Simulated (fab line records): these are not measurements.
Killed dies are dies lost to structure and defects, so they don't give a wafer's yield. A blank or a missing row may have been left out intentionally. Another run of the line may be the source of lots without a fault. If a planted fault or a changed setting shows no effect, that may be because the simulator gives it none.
Chamber matching :: flow nand_harc :: 4 sister chambers for NHARC_A_STAIRCASE_ETCHBACK_157 on rie_diel-01
The step etches the open film in CH3F/O2, target depth 90 nm, time 167.14 s. 22 wafers are shown with their chamber, then 11 later ones without.

## WAFERS, EACH WITH ITS CHAMBER
wafer: L074.3
chamber: 0
showerhead_plenum_p_Torr (Torr): 2.65
drypump_motor_current_A (A): 5.5
rf_vpp_V (V): 247.5

wafer: L074.4
chamber: 2
showerhead_plenum_p_Torr (Torr): 2.29
drypump_motor_current_A (A): 6.2
rf_vpp_V (V): 242.8

wafer: L074.5
chamber: 0
showerhead_plenum_p_Torr (Torr): 2.65
drypump_motor_current_A (A): 5.4
rf_vpp_V (V): 247.5

wafer: L078.1
chamber: 3
showerhead_plenum_p_Torr (Torr): 2.37
drypump_motor_current_A (A): 5.7
rf_vpp_V (V): 243.1

wafer: L078.2
chamber: 0
showerhead_plenum_p_Torr (Torr): 2.65
drypump_motor_current_A (A): 5.4
rf_vpp_V (V): 247.6

wafer: L078.4
chamber: 3
showerhead_plenum_p_Torr (Torr): 2.37
drypump_motor_current_A (A): 5.7
rf_vpp_V (V): 243.2

wafer: L079.2
chamber: 3
showerhead_plenum_p_Torr (Torr): 2.37
drypump_motor_current_A (A): 5.7
rf_vpp_V (V): 243.3

wafer: L079.5
chamber: 1
showerhead_plenum_p_Torr (Torr): 2.48
drypump_motor_current_A (A): 5.9
rf_vpp_V (V): 244.3

wafer: L079.6
chamber: 0
showerhead_plenum_p_Torr (Torr): 2.65
drypump_motor_current_A (A): 5.5
rf_vpp_V (V): 248.0

wafer: L084.1
chamber: 0
showerhead_plenum_p_Torr (Torr): 2.64
drypump_motor_current_A (A): 5.4
rf_vpp_V (V): 247.5

wafer: L084.3
chamber: 3
showerhead_plenum_p_Torr (Torr): 2.37
drypump_motor_current_A (A): 5.7
rf_vpp_V (V): 243.5

wafer: L084.5
chamber: 0
showerhead_plenum_p_Torr (Torr): 2.64
drypump_motor_current_A (A): 5.4
rf_vpp_V (V): 246.6

wafer: L082.1
chamber: 0
showerhead_plenum_p_Torr (Torr): 2.64
drypump_motor_current_A (A): 5.4
rf_vpp_V (V): 245.9

wafer: L082.5
chamber: 1
showerhead_plenum_p_Torr (Torr): 2.47
drypump_motor_current_A (A): 5.9
rf_vpp_V (V): 244.5

wafer: L082.6
chamber: 2
showerhead_plenum_p_Torr (Torr): 2.28
drypump_motor_current_A (A): 6.2
rf_vpp_V (V): 242.9

wafer: L083.1
chamber: 0
showerhead_plenum_p_Torr (Torr): 2.64
drypump_motor_current_A (A): 5.4
rf_vpp_V (V): 247.4

wafer: L083.3
chamber: 3
showerhead_plenum_p_Torr (Torr): 2.36
drypump_motor_current_A (A): 5.7
rf_vpp_V (V): 242.6

wafer: L083.4
chamber: 1
showerhead_plenum_p_Torr (Torr): 2.47
drypump_motor_current_A (A): 5.9
rf_vpp_V (V): 243.1

wafer: L081.1
chamber: 0
showerhead_plenum_p_Torr (Torr): 2.64
drypump_motor_current_A (A): 5.4
rf_vpp_V (V): 245.3

wafer: L081.2
chamber: 3
showerhead_plenum_p_Torr (Torr): 2.36
drypump_motor_current_A (A): 5.7
rf_vpp_V (V): 243.5

wafer: L081.4
chamber: 1
showerhead_plenum_p_Torr (Torr): 2.47
drypump_motor_current_A (A): 5.9
rf_vpp_V (V): 243.9

wafer: L086.1
chamber: 3
showerhead_plenum_p_Torr (Torr): 2.36
drypump_motor_current_A (A): 5.7
rf_vpp_V (V): 242.7

SIGNATURES, as means of the wafers listed above
reading: showerhead_plenum_p_Torr
chamber 0: 2.6444
chamber 1: 2.4725
chamber 2: 2.2850
chamber 3: 2.3657
scatter within a chamber: 0.00537

reading: drypump_motor_current_A
chamber 0: 5.422
chamber 1: 5.900
chamber 2: 6.200
chamber 3: 5.700
scatter within a chamber: 0.0294

reading: rf_vpp_V
chamber 0: 247.033
chamber 1: 243.950
chamber 2: 242.850
chamber 3: 243.129
scatter within a chamber: 0.685
Rule: for a wafer and a chamber, the distance is found by dividing, reading by reading, the gap between the wafer's reading and the chamber's mean by the reading's scatter, squaring, summing and taking the root. If the next closest chamber is less than 2 further off than the closest, the wafer can't be placed; otherwise it belongs to the closest. The scatter: take each reading less its chamber's mean, square it, sum over the shown wafers, divide by the number of wafers less the number of chambers, and take the root.

## WAFERS WITH NO CHAMBER GIVEN
wafer: L086.5
showerhead_plenum_p_Torr (Torr): 2.64
drypump_motor_current_A (A): 5.4
rf_vpp_V (V): 246.3

wafer: L086.6
showerhead_plenum_p_Torr (Torr): 2.47
drypump_motor_current_A (A): 5.9
rf_vpp_V (V): 244.7

wafer: L089.2
showerhead_plenum_p_Torr (Torr): 2.66
drypump_motor_current_A (A): 6.2
rf_vpp_V (V): 248.2

wafer: L089.3
showerhead_plenum_p_Torr (Torr): 2.47
drypump_motor_current_A (A): 5.9
rf_vpp_V (V): 244.0

wafer: L089.6
showerhead_plenum_p_Torr (Torr): 2.64
drypump_motor_current_A (A): 5.4
rf_vpp_V (V): 248.2

wafer: L092.3
showerhead_plenum_p_Torr (Torr): 2.47
drypump_motor_current_A (A): 5.9
rf_vpp_V (V): 245.5

wafer: L092.4
showerhead_plenum_p_Torr (Torr): 2.63
drypump_motor_current_A (A): 5.4
rf_vpp_V (V): 245.5

wafer: L092.6
showerhead_plenum_p_Torr (Torr): 2.66
drypump_motor_current_A (A): 6.2
rf_vpp_V (V): 248.2

wafer: L097.1
showerhead_plenum_p_Torr (Torr): 2.63
drypump_motor_current_A (A): 5.4
rf_vpp_V (V): 246.0

wafer: L097.2
showerhead_plenum_p_Torr (Torr): 2.46
drypump_motor_current_A (A): 5.9
rf_vpp_V (V): 246.5

wafer: L097.5
showerhead_plenum_p_Torr (Torr): 2.65
drypump_motor_current_A (A): 6.2
rf_vpp_V (V): 246.4

## EACH ONE'S CHAMBER
wafer: L086.5
from the rows above: 0
in truth: 0

wafer: L086.6
from the rows above: 1
in truth: 1

wafer: L089.2
from the rows above: 0
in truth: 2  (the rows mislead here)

wafer: L089.3
from the rows above: 1
in truth: 1

wafer: L089.6
from the rows above: 0
in truth: 0

wafer: L092.3
from the rows above: 1
in truth: 1

wafer: L092.4
from the rows above: 0
in truth: 0

wafer: L092.6
from the rows above: 0
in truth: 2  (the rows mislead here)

wafer: L097.1
from the rows above: 0
in truth: 0

wafer: L097.2
from the rows above: 1
in truth: 1

wafer: L097.5
from the rows above: 0
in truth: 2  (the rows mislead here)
Correctly placed: 8 of 11. From these rows, 0 cannot be placed. Placed wrongly: 3.
